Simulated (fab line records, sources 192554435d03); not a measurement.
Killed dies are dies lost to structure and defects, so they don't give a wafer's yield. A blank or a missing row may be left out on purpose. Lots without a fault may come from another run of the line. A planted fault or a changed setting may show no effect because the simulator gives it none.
fab line records | flow n5_finfet | part 1 of 2: steps 1 to 3 of 6
record lots=23 wafers=69 last_day=18
route steps=1938 shown WELL_APT@31 FIN_SAQP@124
lots that met no fault: from a run of the same line without faults
start_h: hours from the record's first day to the start of the lot's first wafer shown | wait_h: hours since the lot's step before | " the same as in the row above | L1.1+2: a row that stands for several wafers | - no value, or no start given | * or withheld: withheld | < > ~ a bound
route shown NAME@n: a module of which the file shows steps, and the number in the route of the first | usual: mean/standard deviation of fault-free wafers | same: alike in all rows | chamber/n: place in a boat | sites: the reading at each site | _std_site: their standard deviation | _edge_site: outer sites' mean less inner sites' | radius_mm: how far each site lies from the wafer's centre | mask NAME#n: copy n | behind: the tool/chamber that last shaped the wafer | hold: why the lot was held/for how many hours/how that ended | device: the transistor (n, p or np) that didn't switch | end of line: the same wafers' tests at the end of the route | a step without rows: its recipe alone | killed: dies lost to structure and defects at the first sort, not the wafer's yield | map: a wafer's dies, x killed, . not, _ none there
set.NAME: the setting as run; set.NAME@STEP: as run at that earlier step | model.NAME: the simulator's own value behind a step, which no gauge read
steps of the route over a sample of lots; a table a step, a row a wafer
services: from which hour (start_h, from the record's first day; less than 0 if before it) a tool's chamber was out of use, for how many hours, and why
## steps
# step N5_WELL_APT_DESCUM_13
# recipe chemistry=O2 time_s=7.9 source_power_w=50 bias_power_w=20 pressure_mtorr=20 rf_frequency_hz=2.712e+07 temp_c=40 o2_flow_sccm=225
# usual drypump_motor_current_A=5.6/0.47 oes_product_au=0.74/0.059 rf_fwd_power_W=49.72/0.17 rf_vpp_V=243.3/1.5 showerhead_plenum_p_Torr=2.10/0.079 throttle_valve_pct=20.45/0.21
# columns lot.wafer tool chamber start_h wait_h drypump_motor_current_A oes_product_au rf_fwd_power_W rf_hours_counter_h rf_vpp_V showerhead_plenum_p_Torr throttle_valve_pct
L074.4 rie_diel-03 0 13.94 0.1 5.2 0.72 49.73 209 240.8 1.97 20.29
L074.5 " 1 " " 5.4 0.70 49.93 - 241.8 2.07 20.36
L074.6 " 2 " " 4.7 0.73 49.71 - 243.7 2.08 20.42
L075.3 rie_diel-05 3 19.80 0.0 4.8 0.76 49.57 134 246.1 2.19 20.32
L075.4 " 1 " " 5.4 0.75 49.50 129 243.1 2.11 20.59
L075.5 " 1 " " 5.4 0.75 49.60 - 242.5 2.11 20.60
L076.2 rie_diel-05 1 25.93 0.0 5.4 0.75 49.87 130 243.3 2.10 20.59
L076.3 " 2 " " 6.2 0.74 49.97 141 241.2 2.00 20.59
L076.4 " 0 " " 5.2 0.76 49.77 131 243.5 2.08 19.97
L077.3 rie_diel-05 0 31.90 0.2 5.2 0.74 49.77 133 242.9 2.08 19.96
L077.4 " 1 " " 5.4 0.76 49.83 132 243.2 2.10 20.58
L077.5 " 2 " " 6.2 0.76 49.76 - 242.7 2.00 20.61
L078.1 rie_diel-01 1 37.69 0.0 5.9 0.77 49.49 123 244.8 2.19 20.48
L078.2 " 3 " " 5.7 0.68 50.07 212 241.8 2.09 20.53
L078.4 " 2 " " 5.6 0.73 49.67 223 242.0 2.00 20.39
L079.1 rie_diel-01 0 43.77 0.0 6.0 0.72 49.89 159 244.9 2.21 20.61
L079.3 " 1 " " 5.9 0.76 49.68 126 245.0 2.19 20.48
L079.4 " 2 " " 5.5 0.71 49.82 225 241.0 2.00 20.40
L080.1 rie_diel-05 1 49.77 0.0 5.4 0.74 49.85 140 242.4 2.10 20.60
L080.2 " 2 " " 6.2 0.74 49.58 151 241.9 2.00 20.60
L080.5 " 1 " " 5.4 0.75 49.86 - 242.6 2.10 20.60
L081.2 rie_diel-01 2 56.15 0.5 5.6 0.71 49.74 230 241.2 1.99 20.40
L081.3 " 3 " " 5.7 0.68 49.89 220 243.1 2.09 20.55
L081.6 " 3 " " 5.7 0.68 49.77 - 243.0 2.09 20.54
L083.3 rie_diel-03 3 67.87 0.0 6.5 0.81 49.58 81 242.2 2.02 20.57
L083.5 " 3 " " 6.4 0.80 49.63 - 241.0 2.02 20.59
L083.6 " 0 " " 5.2 0.71 49.79 - 241.5 1.96 20.32
L084.3 rie_diel-01 2 73.68 0.0 5.6 0.71 49.94 238 240.6 1.99 20.42
L084.4 " 0 " " 6.0 0.73 49.54 169 244.8 2.21 20.63
L084.6 " 2 " " 5.5 0.71 49.80 - 241.6 1.99 20.42
L085.1 rie_diel-01 2 79.95 0.0 5.6 0.71 49.93 240 240.3 1.99 20.41
L085.3 " 0 " " 6.0 0.72 49.81 170 244.0 2.21 20.63
L085.5 " 0 " " 6.0 0.73 49.53 - 243.8 2.21 20.65
L086.1 rie_diel-05 3 85.90 0.0 4.8 0.73 49.99 159 244.9 2.18 20.36
L086.2 " 2 " " 6.2 0.73 49.73 164 242.9 2.00 20.63
L086.6 " 3 " " 4.8 0.74 49.65 - 245.5 2.18 20.36
L087.1 rie_diel-01 3 91.65 0.0 5.7 0.67 49.93 234 241.3 2.09 20.58
L087.5 " 0 " " 6.0 0.72 49.84 - 245.5 2.21 20.65
L087.6 " 3 " " 5.7 0.67 49.69 - 244.5 2.09 20.58
L088.1 rie_diel-05 3 97.89 0.0 4.8 0.74 49.73 164 244.4 2.18 20.36
L088.2 " 1 " " 5.4 0.73 49.76 156 243.0 2.10 20.62
L088.5 " 0 " " 5.2 0.72 49.33 - 243.1 2.07 19.99
L089.3 rie_diel-01 0 104.00 0.0 6.0 0.71 49.68 180 243.1 2.21 20.66
L089.5 " 2 " " 5.6 0.71 49.91 - 240.3 1.99 20.45
L089.6 " 3 " " 5.7 0.66 49.84 - 241.1 2.09 20.59
L090.1 rie_diel-05 3 110.01 0.4 4.8 0.73 49.72 168 243.1 2.18 20.36
L090.4 " 1 " " 5.4 0.73 49.83 160 242.5 2.09 20.63
L090.5 " 3 " " 4.8 0.73 49.46 - 245.3 2.18 20.36
L091.2 rie_diel-05 0 115.90 0.0 5.2 0.71 49.53 165 241.7 2.07 20.01
L091.3 " 3 " " 4.8 0.73 49.77 171 244.5 2.17 20.37
L091.5 " 3 " " 4.8 0.74 49.97 - 243.8 2.17 20.38
L092.1 rie_diel-01 3 122.19 0.0 5.7 0.66 50.06 248 243.6 2.08 20.60
L092.4 " 1 " " 5.9 0.74 49.54 - 243.8 2.18 20.52
L092.6 " 0 " " 6.0 0.70 49.94 - 244.9 2.20 20.66
L093.1 rie_diel-03 1 127.81 0.0 5.4 0.90 49.61 6 243.7 2.06 19.92
L093.2 " 3 " " 6.4 0.77 49.76 110 241.5 2.01 20.64
L093.6 " 1 " " 5.4 0.90 49.48 - 243.9 2.06 19.95
L094.3 rie_diel-01 0 133.94 0.0 6.0 0.69 49.75 192 244.4 2.20 20.68
L094.4 " 3 " " 5.7 0.66 49.92 - 242.9 2.08 20.60
L094.6 " 1 " " 5.9 0.72 49.73 - 242.5 2.18 20.52
L095.1 rie_diel-01 0 139.88 0.0 6.0 0.70 49.87 195 244.7 2.20 20.67
L095.5 " 0 " " 6.0 0.70 49.86 - 245.3 2.20 20.67
L095.6 " 2 " " 5.5 1.00 49.61 - 245.2 2.25 20.12
L096.1 rie_diel-03 0 146.11 0.3 5.2 0.94 49.67 1 246.1 2.22 20.05
L096.2 " 3 " " 6.5 0.75 49.79 119 241.3 2.01 20.64
L096.4 " 1 " " 5.4 0.88 49.72 15 243.8 2.06 19.95
L097.3 rie_diel-01 0 152.54 0.0 6.0 0.69 49.92 200 244.4 2.20 20.67
L097.4 " 2 " " 5.5 0.96 49.75 - 245.7 2.25 20.12
L097.6 " 0 " " 6.0 0.68 49.87 - 242.7 2.20 20.70
# step N5_WELL_APT_DESCUM_30
# recipe chemistry=O2 time_s=7.9 source_power_w=50 bias_power_w=20 pressure_mtorr=20 rf_frequency_hz=2.712e+07 temp_c=40 o2_flow_sccm=225
# usual drypump_motor_current_A=5.6/0.49 oes_product_au=0.73/0.043 rf_fwd_power_W=49.69/0.17 rf_vpp_V=242.8/1.5 showerhead_plenum_p_Torr=2.08/0.079 throttle_valve_pct=20.44/0.2
# columns lot.wafer tool chamber start_h wait_h drypump_motor_current_A oes_product_au rf_fwd_power_W rf_hours_counter_h rf_vpp_V showerhead_plenum_p_Torr throttle_valve_pct
L074.4 rie_diel-05 0 15.19 0.0 5.2 0.75 49.61 127 243.8 2.08 19.94
L074.5 " 0 " " 5.2 0.75 49.54 - 242.9 2.08 19.95
L074.6 " 1 " " 5.4 0.76 49.76 - 244.8 2.11 20.59
L075.3 rie_diel-01 3 20.92 0.0 5.8 0.69 50.08 207 244.1 2.10 20.54
L075.4 " 2 " " 5.6 0.72 49.89 217 241.4 2.00 20.40
L075.5 " 0 " " 6.0 0.73 49.83 - 244.8 2.22 20.61
L076.2 rie_diel-03 0 27.17 0.0 5.2 0.72 49.53 212 240.6 1.97 20.29
L076.3 " 2 " " 4.7 0.71 49.39 208 241.0 2.08 20.43
L076.4 " 3 " " 6.4 0.82 49.63 70 241.6 2.02 20.57
L077.3 rie_diel-05 3 33.31 0.2 4.8 0.76 49.87 138 244.4 2.19 20.33
L077.4 " 1 " " 5.4 0.76 49.65 133 243.9 2.10 20.58
L077.5 " 0 " " 5.2 0.74 49.50 - 244.9 2.08 19.96
L078.1 rie_diel-01 2 38.94 0.0 5.5 0.72 49.54 223 241.1 2.00 20.40
L078.2 " 3 " " 5.7 0.69 49.54 213 243.1 2.09 20.55
L078.4 " 1 " " 5.9 0.77 49.49 124 244.7 2.19 20.47
L079.1 rie_diel-05 3 45.23 0.1 4.8 0.75 49.99 143 245.3 2.18 20.33
L079.3 " 2 " " 6.3 0.74 49.61 149 242.2 2.00 20.64
L079.4 " 0 " " 5.2 0.73 49.67 139 243.6 2.08 19.96
L080.1 rie_diel-01 0 51.01 0.0 6.0 0.72 49.41 162 244.2 2.21 20.63
L080.2 " 1 " " 5.9 0.76 49.76 128 243.8 2.19 20.46
L080.5 " 2 " " 5.5 0.71 49.72 - 241.3 2.00 20.40
L081.2 rie_diel-01 2 57.40 0.0 5.5 0.72 49.66 230 240.4 1.99 20.38
L081.3 " 3 " " 5.7 0.68 50.19 220 241.9 2.09 20.57
L081.6 " 3 " " 5.7 0.68 49.95 - 243.4 2.09 20.56
L083.3 rie_diel-05 0 68.99 0.0 5.2 0.72 49.57 149 243.7 2.07 19.98
L083.5 " 3 " " 4.8 0.74 49.84 - 243.5 2.18 20.35
L083.6 " 0 " " 5.2 0.73 49.54 - 242.8 2.07 19.99
L084.3 rie_diel-03 1 74.88 0.1 5.4 0.68 49.87 239 241.4 2.07 20.39
L084.4 " 0 " " 5.2 0.71 49.82 - 241.5 1.96 20.31
L084.6 " 1 " " 5.4 0.68 50.01 - 243.0 2.07 20.37
L085.1 rie_diel-03 0 81.50 0.3 5.2 0.71 49.72 231 240.2 1.96 20.34
L085.3 " 3 " " 6.4 0.81 49.72 88 242.4 2.02 20.58
L085.5 " 1 " " 5.4 0.68 49.67 - 243.6 2.07 20.39
L086.1 rie_diel-01 0 87.03 0.0 6.0 0.72 49.84 173 243.1 2.21 20.63
L086.2 " 1 " " 5.9 0.75 49.57 142 244.4 2.19 20.49
L086.6 " 2 " " 5.5 0.71 49.76 - 240.2 1.99 20.44
L087.1 rie_diel-03 3 93.13 0.3 6.5 0.79 49.55 93 240.3 2.02 20.59
L087.5 " 1 " " 5.4 0.67 49.80 - 242.1 2.06 20.42
L087.6 " 3 " " 6.5 0.78 49.50 - 242.3 2.02 20.59
L088.1 rie_diel-03 3 99.25 0.2 6.4 0.78 49.67 97 241.1 2.01 20.60
L088.2 " 2 " " 4.7 0.72 49.49 216 242.8 2.07 20.43
L088.5 " 0 " " 5.2 0.70 49.71 - 240.6 1.96 20.34
L089.3 rie_diel-01 3 105.36 0.1 5.7 0.67 49.71 241 243.6 2.08 20.61
L089.5 " 3 " " 5.7 0.67 49.59 - 242.6 2.09 20.58
L089.6 " 2 " " 5.6 0.70 49.50 - 241.2 1.99 20.41
L090.1 rie_diel-01 1 111.31 0.2 5.9 0.73 49.63 153 244.5 2.18 20.50
L090.4 " 3 " " 5.7 0.66 50.01 244 243.7 2.08 20.58
L090.5 " 3 " " 5.7 0.67 49.63 - 242.1 2.08 20.59
L091.2 rie_diel-05 2 117.02 0.0 6.2 0.71 49.68 177 242.2 1.99 20.66
L091.3 " 1 " " 5.4 0.72 49.49 163 241.7 2.09 20.63
L091.5 " 3 " " 4.8 0.73 49.75 - 243.1 2.18 20.39
L092.1 rie_diel-05 3 123.31 0.0 4.8 0.74 49.85 173 244.3 2.17 20.38
L092.4 " 1 " " 5.4 0.71 49.90 165 243.4 2.09 20.64
L092.6 " 3 " " 4.8 0.74 49.84 - 243.1 2.17 20.37
L093.1 rie_diel-01 3 128.98 0.1 5.7 0.66 49.81 251 243.1 2.08 20.60
L093.2 " 1 " " 5.9 0.72 49.68 161 244.4 2.18 20.51
L093.6 " 0 " " 6.0 0.70 49.86 - 244.5 2.20 20.66
L094.3 rie_diel-05 3 135.20 0.0 4.8 0.72 49.72 177 245.2 2.17 20.39
L094.4 " 1 " " 5.4 0.71 49.88 169 244.3 2.09 20.64
L094.6 " 3 " " 4.8 0.73 49.77 - 243.7 2.17 20.38
L095.1 rie_diel-03 3 141.36 0.3 6.4 0.76 49.41 117 241.2 2.01 20.63
L095.5 " 3 " " 6.4 0.75 49.72 - 242.4 2.01 20.63
L095.6 " 2 " " 4.7 0.70 49.64 - 242.9 2.07 20.47
L096.1 rie_diel-05 2 147.39 0.0 6.2 0.70 49.86 187 241.2 1.99 20.69
L096.2 " 1 " " 5.4 0.71 49.91 173 243.4 2.09 20.63
L096.4 " 3 " " 4.8 0.72 49.81 181 244.9 2.17 20.38
L097.3 rie_diel-03 3 153.66 0.0 6.5 0.75 49.65 121 241.9 2.01 20.63
L097.4 " 0 " " 5.2 0.93 49.93 3 245.6 2.22 20.07
L097.6 " 2 " " 4.7 0.69 49.57 - 240.6 2.06 20.47
# step N5_FIN_SAQP_RECESS_75
# recipe chemistry=HF/NH3 target=SiO2 target_depth_a=144 afs_cycles=3 temp_c=30 sublimation_temp_c=180 sublimation_time_s=60
# usual drypump_motor_current_A=5.7/0.68
# columns lot.wafer tool chamber start_h wait_h drypump_motor_current_A
L074.4 vapor_etch-02 0 22.49 0.1 5.6
L074.5 " 1 " " 4.8
L074.6 " 0 " " 5.6
L075.3 vapor_etch-01 0 30.05 0.1 5.4
L075.4 " 1 " " 6.7
L075.5 " 0 " " 5.4
L076.2 vapor_etch-02 0 36.08 0.0 5.6
L076.3 " 1 " " 4.8
L076.4 " 0 " " 5.7
L077.3 vapor_etch-02 0 42.80 0.1 5.6
L077.4 " 1 " " 4.8
L077.5 " 0 " " 5.6
L078.1 vapor_etch-01 1 46.31 0.0 6.6
L078.2 " 0 " " 5.4
L078.4 " 1 " " 6.7
L079.1 vapor_etch-02 0 54.09 0.0 5.6
L079.3 " 0 " " 5.6
L079.4 " 1 " " 4.8
L080.1 vapor_etch-02 1 60.64 0.0 4.8
L080.2 " 0 " " 5.6
L080.5 " 0 " " 5.6
L081.2 vapor_etch-01 1 66.74 0.0 6.7
L081.3 " 1 " " 6.7
L081.6 " 0 " " 5.4
L083.3 vapor_etch-01 1 76.49 0.1 6.7
L083.5 " 0 " " 5.5
L083.6 " 1 " " 6.7
L084.3 vapor_etch-01 1 83.19 0.1 6.7
L084.4 " 0 " " 5.4
L084.6 " 1 " " 6.7
L085.1 vapor_etch-01 0 90.29 0.0 5.4
L085.3 " 1 " " 6.7
L085.5 " 0 " " 5.4
L086.1 vapor_etch-01 1 95.30 0.1 6.7
L086.2 " 0 " " 5.4
L086.6 " 0 " " 5.4
L087.1 vapor_etch-01 0 100.76 0.0 5.4
L087.5 " 1 " " 6.7
L087.6 " 0 " " 5.4
L088.1 vapor_etch-01 1 106.70 0.0 6.7
L088.2 " 0 " " 5.4
L088.5 " 0 " " 5.4
L089.3 vapor_etch-01 0 113.11 0.1 5.4
L089.5 " 1 " " 6.7
L089.6 " 0 " " 5.4
L090.1 vapor_etch-02 0 118.40 0.0 5.6
L090.4 " 0 " " 5.6
L090.5 " 1 " " 4.8
L091.2 vapor_etch-01 0 124.22 0.0 5.4
L091.3 " 1 " " 6.7
L091.5 " 0 " " 5.4
L092.1 vapor_etch-01 0 130.42 0.0 5.4
L092.4 " 1 " " 6.7
L092.6 " 1 " " 6.7
L093.1 vapor_etch-02 1 137.14 0.0 4.8
L093.2 " 0 " " 5.6
L093.6 " 0 " " 5.6
L094.3 vapor_etch-02 1 143.84 0.2 4.8
L094.4 " 0 " " 5.6
L094.6 " 0 " " 5.6
L095.1 vapor_etch-01 0 148.46 0.0 5.4
L095.5 " 1 " " 6.7
L095.6 " 0 " " 5.4
L096.1 vapor_etch-02 1 155.23 0.0 4.8
L096.2 " 0 " " 5.6
L096.4 " 1 " " 4.8
L097.3 vapor_etch-01 1 162.14 0.1 6.7
L097.4 " 0 " " 5.4
L097.6 " 1 " " 6.6
